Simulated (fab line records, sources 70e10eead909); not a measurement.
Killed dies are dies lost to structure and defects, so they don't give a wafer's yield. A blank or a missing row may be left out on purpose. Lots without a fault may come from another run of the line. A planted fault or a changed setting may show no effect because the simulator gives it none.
fab line records | flow nand_harc
record lots=13 wafers=39 last_day=23
route steps=1159 shown A_CONTACT@865 A_BONDPAD@1084 HYBRID_BOND@1094 THIN_TSV@1102 END@1159
lots that met no fault: from a run of the same line without faults
start_h: hours from the record's first day to the start of the lot's first wafer shown | wait_h: hours since the lot's step before | " the same as in the row above | L1.1+2: a row that stands for several wafers | - no value, or no start given | * or withheld: withheld | < > ~ a bound
route shown NAME@n: a module of which the file shows steps, and the number in the route of the first | usual: mean/standard deviation of fault-free wafers | same: alike in all rows | chamber/n: place in a boat | sites: the reading at each site | _std_site: their standard deviation | _edge_site: outer sites' mean less inner sites' | radius_mm: how far each site lies from the wafer's centre | mask NAME#n: copy n | behind: the tool/chamber that last shaped the wafer | hold: why the lot was held/for how many hours/how that ended | device: the transistor (n, p or np) that didn't switch | end of line: the same wafers' tests at the end of the route | a step without rows: its recipe alone | killed: dies lost to structure and defects at the first sort, not the wafer's yield | map: a wafer's dies, x killed, . not, _ none there
set.NAME: the setting as run; set.NAME@STEP: as run at that earlier step | model.NAME: the simulator's own value behind a step, which no gauge read
steps of the route over a sample of lots; a table a step, a row a wafer
services: from which hour (start_h, from the record's first day; less than 0 if before it) a tool's chamber was out of use, for how many hours, and why
## steps
# step NHARC_A_CONTACT_ETCH_114
# recipe source_w=withheld pressure_mtorr=20 bias_v=3000 time_s=94 target_depth_a=9220 ar_flow_sccm=withheld c4f8_flow_sccm=withheld o2_flow_sccm=withheld chemistry=C4F8/O2/Ar
# columns lot.wafer tool chamber start_h wait_h rf_hours_counter_h
L975.1 har_cap_etch-01 0 366.86 0.1 54
L975.4 " 1 " " -
L975.6 " 0 " " -
L978.1 har_cap_etch-02 1 384.07 0.1 10
L978.3 " 1 " " -
L978.6 " 0 " " -
L976.4 har_cap_etch-01 1 385.19 0.1 -
L976.6 " 1 " " -
L976.5 " 0 " " -
L979.2 har_cap_etch-02 1 399.76 0.1 12
L979.4 " 0 " " -
L979.6 " 0 " " -
L977.1 har_cap_etch-03 1 401.97 0.1 86
L977.3 " 0 " " -
L977.6 " 0 " " -
L981.1 har_cap_etch-02 1 407.23 0.1 13
L981.6 " 0 " " -
L981.5 " 1 " " -
L982.1 har_cap_etch-03 0 412.00 0.1 89
L982.4 " 0 " " -
L982.6 " 1 " " -
L983.2 har_cap_etch-01 1 428.54 0.1 67
L983.4 " 1 " " -
L983.6 " 1 " " -
L986.1 har_cap_etch-01 0 436.06 0.1 68
L986.5 " 0 " " -
L986.6 " 1 " " -
L991.1 har_cap_etch-03 1 454.36 0.1 98
L991.4 " 0 " " -
L991.6 " 1 " " -
L992.1 har_cap_etch-01 1 469.55 0.1 76
L992.3 " 0 " " -
L992.6 " 1 " " -
L993.1 har_cap_etch-03 0 471.36 0.1 101
L993.4 " 1 " " -
L993.6 " 1 " " -
L998.1 har_cap_etch-02 1 493.98 0.1 31
L998.4 " 0 " " -
L998.6 " 0 " " -
# step NHARC_A_BONDPAD_PVD_17
# recipe target_thk_a=50 bias_v=168.6 power_w=15000 chamber_pressure_pa=0.12 time_s=8.06 substrate_temp_c=50 material=TaN
# usual chamber_pressure_pa=0.11999/0.00024 throttle_valve_pct=29.9/1.2
# columns lot.wafer tool chamber start_h wait_h chamber_pressure_pa throttle_valve_pct
L975.4 pvd_sputter-02 - - - 0.1196 28.5
L975.1 " - " " 0.11999 31.3
L975.6 " - " " 0.12032 30.3
L978.3 pvd_sputter-02 - - - 0.11983 27.9
L978.1 " - " " 0.12015 31.1
L978.6 " - " " 0.11993 28.0
L976.4 pvd_sputter-02 - - - 0.12024 27.8
L976.6 " - " " 0.12016 30.3
L976.5 " - " " 0.11963 28.5
L979.2 pvd_sputter-02 - - - 0.11976 30.5
L979.4 " - " " 0.12024 27.8
L979.6 " - " " 0.11969 30.4
L977.1 pvd_sputter-02 - - - 0.11982 31.2
L977.3 " - " " 0.12012 28.2
L977.6 " - " " 0.12039 30.2
L981.1 pvd_sputter-02 - - - 0.11998 28.6
L981.6 " - " " 0.12005 28.1
L981.5 " - " " 0.12045 31.3
L982.1 pvd_sputter-03 - - - 0.11988 31.0
L982.4 " - " " 0.11974 30.8
L982.6 " - " " 0.11989 30.8
L983.4 pvd_sputter-01 - - - 0.11988 30.6
L983.2 " - " " 0.12009 30.4
L983.6 " - " " 0.11978 27.8
L986.1 pvd_sputter-01 - - - 0.11993 30.6
L986.5 " - " " 0.12009 30.5
L986.6 " - " " 0.12028 28.0
L991.1 pvd_sputter-03 - - - 0.11994 30.5
L991.4 " - " " 0.1203 31.3
L991.6 " - " " 0.12013 30.6
L992.1 pvd_sputter-02 - - - 0.12031 28.1
L992.3 " - " " 0.11993 31.3
L992.6 " - " " 0.11981 28.0
L993.4 pvd_sputter-03 - - - 0.11982 31.3
L993.1 " - " " 0.11996 30.6
L993.6 " - " " 0.11958 31.1
L998.1 pvd_sputter-03 - - - 0.12011 31.0
L998.4 " - " " 0.11989 30.5
L998.6 " - " " 0.12004 30.7
# step NHARC_HYBRID_BOND_ACTIVATE_00
# recipe time_s=60 n2_flow_sccm=200 ar_flow_sccm=0 bias_power_w=0 chemistry=N2
# usual drypump_motor_current_A=5.6/0.52 oes_product_au=1.002/0.0081 rf_vpp_V=64.4/0.94 showerhead_plenum_p_Torr=1.83/0.073
# same bias_power_w=0
# columns lot.wafer tool chamber start_h wait_h drypump_motor_current_A oes_product_au rf_hours_counter_h rf_vpp_V showerhead_plenum_p_Torr
L975.1 rie_diel-02 0 412.84 0.2 5.7 1.000 24 64.9 1.89
L975.4 " 1 " " 5.3 1.002 23 63.0 1.81
L975.6 " 0 " " 5.7 1.001 - 64.3 1.89
L978.3 rie_diel-13 0 422.62 0.1 5.4 0.997 11 64.0 1.88
L978.1 " 1 " " 5.5 1.002 13 64.5 1.89
L978.6 " 2 " " 6.5 1.007 - 64.9 1.87
L976.4 rie_diel-13 0 424.69 0.1 5.4 0.997 - 63.9 1.88
L976.5 " 1 " " 5.5 1.004 - 65.4 1.89
L976.6 " 2 " " 6.5 0.995 - 64.8 1.87
L979.4 rie_diel-07 3 442.86 0.1 5.7 0.994 11 65.7 1.64
L979.2 " 2 " " 5.1 0.991 11 63.6 1.76
L979.6 " 0 " " 4.8 1.002 - 65.6 1.90
L977.1 rie_diel-13 3 447.19 0.1 5.1 1.002 16 62.2 1.71
L977.3 " 1 " " 5.5 0.994 16 64.5 1.88
L977.6 " 3 " " 5.1 1.005 - 63.7 1.71
L981.1 rie_diel-13 0 452.68 0.1 5.4 0.993 14 63.5 1.88
L981.6 " 2 " " 6.5 0.997 - 65.4 1.87
L981.5 " 3 " " 5.1 1.003 - 64.7 1.71
L982.1 rie_diel-02 2 452.98 0.1 6.2 1.001 40 64.0 1.77
L982.4 " 3 " " 5.4 1.000 41 64.1 1.91
L982.6 " 2 " " 6.2 0.986 - 63.1 1.77
L983.4 rie_diel-13 1 465.52 0.1 5.5 1.007 1 64.7 1.88
L983.2 " 0 " " 5.4 1.000 1 64.9 1.88
L983.6 " 2 " " 6.5 0.992 - 65.2 1.87
L986.1 rie_diel-13 0 476.60 0.1 5.4 1.000 2 64.3 1.88
L986.5 " 2 " " 6.5 0.988 - 65.0 1.87
L986.6 " 3 " " 5.1 1.000 - 63.0 1.71
L991.4 rie_diel-13 0 496.30 0.1 5.4 1.009 3 64.7 1.88
L991.1 " 1 " " 5.5 1.021 4 64.7 1.88
L991.6 " 0 " " 5.4 1.001 - 64.8 1.88
L992.1 rie_diel-13 1 511.57 0.1 5.5 1.014 6 64.9 1.88
L992.3 " 2 " " 6.6 1.003 6 66.8 1.87
L992.6 " 2 " " 6.6 1.007 - 65.7 1.87
L993.4 rie_diel-13 1 517.00 0.1 5.5 1.017 6 64.6 1.88
L993.1 " 2 " " 6.5 1.002 6 63.5 1.87
L993.6 " 1 " " 5.5 1.011 - 64.3 1.88
L998.4 rie_diel-13 0 531.08 0.1 5.4 1.000 8 64.4 1.88
L998.1 " 2 " " 6.5 0.997 8 64.8 1.87
L998.6 " 0 " " 5.4 1.002 - 65.4 1.88
# step NHARC_THIN_TSV_CMP_01
# recipe target_thk_um=3
# usual edge_zone_pressure_frac=1.000/0.0054 motor_current_A=11.9/1
# columns lot.wafer tool chamber start_h wait_h edge_zone_pressure_frac motor_current_A
L975.1 cmp-01 2 423.96 1.1 1.005 10.2
L975.4 " 3 " " 0.983 11.5
L975.6 " 2 " " 0.994 10.6
L978.1 cmp-01 1 435.55 1.0 0.993 10.7
L978.3 " 3 " " 1.003 11.9
L978.6 " 1 " " 0.996 11.8
L976.4 cmp-01 2 438.05 0.5 0.996 10.4
L976.6 " 3 " " 0.996 10.8
L976.5 " 0 " " 0.996 11.7
L979.2 cmp-03 0 455.23 0.9 1.001 12.9
L979.4 " 2 " " 0.996 11.7
L979.6 " 0 " " 0.994 13.2
L977.3 cmp-03 1 456.40 0.6 0.998 12.7
L977.1 " 3 " " 0.999 12.6
L977.6 " 1 " " 0.994 13.7
L981.1 cmp-03 3 463.58 1.1 1.000 13.0
L981.6 " 2 " " 1.001 10.9
L981.5 " 3 " " 0.999 12.7
L982.1 cmp-01 2 464.75 1.0 0.993 10.2
L982.4 " 0 " " 0.998 12.4
L982.6 " 2 " " 0.998 9.9
L983.2 cmp-02 3 474.14 0.8 0.992 14.0
L983.4 " 1 " " 1.005 13.1
L983.6 " 0 " " 0.991 12.4
L986.1 cmp-03 3 488.38 1.0 1.001 11.8
L986.6 " 3 " " 0.998 12.1
L986.5 " 0 " " 0.993 12.6
L991.1 cmp-03 1 507.45 1.0 0.995 12.8
L991.4 " 2 " " 1.000 10.3
L991.6 " 2 " " 0.994 11.1
L992.3 cmp-01 3 524.50 0.6 0.998 10.7
L992.1 " 1 " " 0.999 11.0
L992.6 " 3 " " 0.990 11.6
L993.4 cmp-01 3 525.72 0.4 0.995 10.7
L993.1 " 1 " " 1.001 11.3
L993.6 " 0 " " 0.996 12.4
L998.1 cmp-01 2 542.40 1.0 0.997 10.2
L998.4 " 3 " " 1.006 10.8
L998.6 " 2 " " 1.000 10.2
# step NHARC_END_SORT_01
# recipe temp_c=25
# usual killed_at_array=26/9.9 killed_at_other=0.8/1 killed_at_periphery=2.8/2.2 killed_dies=29/9.9 killed_open=3.2/1.8 killed_short=2.1/1.4
# same gross_dies=677
# columns lot.wafer tool chamber start_h wait_h killed_at_array killed_at_other killed_at_periphery killed_dies killed_open killed_short
L983.2 prober-01 0 491.08 2.8 48 0 2 50 3 3
L983.4 prober-01 0 492.68 3.4 42 1 2 45 3 0
L983.6 prober-01 0 494.28 4.0 35 1 4 40 2 5
L991.1 prober-01 0 527.72 2.5 124 0 2 126 6 3
L991.4 prober-01 0 530.10 3.4 110 0 1 111 1 2
L991.6 prober-01 0 531.70 4.0 125 0 1 126 4 1
L993.1 prober-02 0 540.66 2.5 116 2 2 120 4 2
L993.4 prober-02 0 543.09 3.4 106 2 3 111 2 1
L993.6 prober-02 0 544.71 4.1 102 1 0 103 0 2
# killed by level:class
L983.2 A_CHANNEL_HOLE_D1:chamber_film_flake=18 A_SLIT:chamber_film_flake=15 A_STAIRCASE:chamber_film_flake=8 A_CONTACT:chamber_film_flake=3 P_GATE:geometric_particle:short=1 P_CONTACT:geometric_particle:open=1 A_CHANNEL_HOLE_D1:geometric_particle:short=1 A_SGD_CUT:geometric_particle:open=1
L983.4 A_CHANNEL_HOLE_D1:chamber_film_flake=18 A_SLIT:chamber_film_flake=13 A_STAIRCASE:chamber_film_flake=5 P_STI:chamber_film_flake=2 A_CONTACT:chamber_film_flake=2 A_ONON_D1:geometric_particle:open=1 A_WL_FILL:geometric_particle:open=1 STARTING-WAFER:geometric_particle:open=1
L983.6 A_CHANNEL_HOLE_D1:chamber_film_flake=14 A_SLIT:chamber_film_flake=11 A_ONON_D1:geometric_particle:short=2 P_ZERO_WELL:chamber_film_flake=2 A_CONTACT:chamber_film_flake=2 P_GATE:geometric_particle:short=1 P_CONTACT:geometric_particle:open=1 A_CHANNEL_FILL_D1:geometric_particle:short=1
L991.1 A_CONTACT:unspecified=93 A_CHANNEL_HOLE_D1:chamber_film_flake=14 A_STAIRCASE:chamber_film_flake=7 A_CHANNEL_FILL_D1:geometric_particle:open=2 A_CONTACT:geometric_particle:open=2 P_M0:geometric_particle:open=1 A_ONON_D1:geometric_particle:open=1 A_CHANNEL_HOLE_D1:geometric_particle:short=1
L991.4 A_CONTACT:unspecified=88 A_CHANNEL_HOLE_D1:chamber_film_flake=13 A_CONTACT:chamber_film_flake=3 A_STAIRCASE:chamber_film_flake=2 A_WL_FILL:chamber_film_flake=2 P_M0:geometric_particle:open=1 A_ONON_D1:geometric_particle:short=1 A_SGD_CUT:geometric_particle:short=1
L991.6 A_CONTACT:unspecified=96 A_CHANNEL_HOLE_D1:chamber_film_flake=17 A_STAIRCASE:chamber_film_flake=7 P_M0:geometric_particle:open=1 A_SGD_CUT:geometric_particle:short=1 A_WL_FILL:geometric_particle:open=1 A_BLC:geometric_particle:open=1 A_BONDPAD:geometric_particle:open=1
L993.1 A_CONTACT:unspecified=92 A_CHANNEL_HOLE_D1:chamber_film_flake=12 A_CONTACT:chamber_film_flake=6 A_M1:chamber_film_flake=2 P_M0:geometric_particle:open=1 P_M0:geometric_particle:short=1 A_STAIRCASE:geometric_particle:open=1 A_STAIRCASE:geometric_particle:short=1
L993.4 A_CONTACT:unspecified=96 A_CONTACT:chamber_film_flake=3 P_STI:chamber_film_flake=2 A_CHANNEL_HOLE_D1:chamber_film_flake=2 A_M1:chamber_film_flake=2 THIN_TSV:chamber_film_flake=2 A_WL_FILL:geometric_particle:short=1 A_WL_FILL:geometric_particle:open=1
L993.6 A_CONTACT:unspecified=92 A_CHANNEL_HOLE_D1:chamber_film_flake=6 A_STAIRCASE:chamber_film_flake=2 A_ONON_D1:geometric_particle:short=1 A_CONTACT:geometric_particle:short=1 THIN_TSV:chamber_film_flake=1
## services
# columns tool chamber start_h hours kind
rie_diel-13 0 349.77 4.0 repair
cmp-03 - 352.00 4.0 pm
rie_diel-13 0 369.93 4.4 repair
cmp-01 - 375.65 4.0 pm
pvd_sputter-03 - 388.46 0.5 repair
pvd_sputter-03 - 391.83 12.8 repair
pvd_sputter-02 - 392.00 10.0 pm
har_cap_etch-03 - 394.39 0.1 repair
pvd_sputter-03 - 406.45 8.6 repair
rie_diel-13 - 406.54 0.9 repair
rie_diel-13 0 409.01 2.5 repair
rie_diel-13 - 410.37 3.6 repair
cmp-01 - 412.07 3.7 repair
rie_diel-13 3 415.71 10.0 repair
cmp-03 - 442.01 0.3 repair
cmp-03 - 450.09 4.0 pm
rie_diel-13 - 453.00 9.0 pm
pvd_sputter-03 - 458.00 10.0 pm
pvd_sputter-03 - 471.96 0.8 repair
cmp-01 - 473.65 4.0 pm
cmp-01 - 492.59 4.4 repair
pvd_sputter-03 - 507.90 2.0 repair
pvd_sputter-03 - 522.58 3.6 repair
har_cap_etch-03 - 540.36 1.0 repair
## key
first_sign step=NHARC_END_SORT_01 reading=killed_at_array direction=up sigmas=8.9 usual=26 struck=114
effect step=NHARC_END_SORT_01 reading=killed_dies direction=up sigmas=8.7 usual=29 struck=116
more_kills_born_at NHARC_A_CONTACT_ETCH_114@har_cap_etch-03=543
met_at NHARC_A_CONTACT_ETCH_114
struck_lots L991,L993
tester_left_out L991,L993
not_acting_at NHARC_A_BONDPAD_PVD_17,NHARC_HYBRID_BOND_ACTIVATE_00,NHARC_THIN_TSV_CMP_01
onset_between 412.00 454.36
fault kind=chamber_particle_source tool=har_cap_etch-03 chamber=- onset_h=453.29 steps=NHARC_A_CONTACT_ETCH_114 rate_per_visit_cm2=2.0501 end_h=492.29
# tester_left_out: of these lots the tester's yield and bins aren't shown, on N5 and GAA mostly nor the transistor test; their killed dies are dies lost to structure and defects alone, not to doping, threshold or leakage, so they don't give the yield
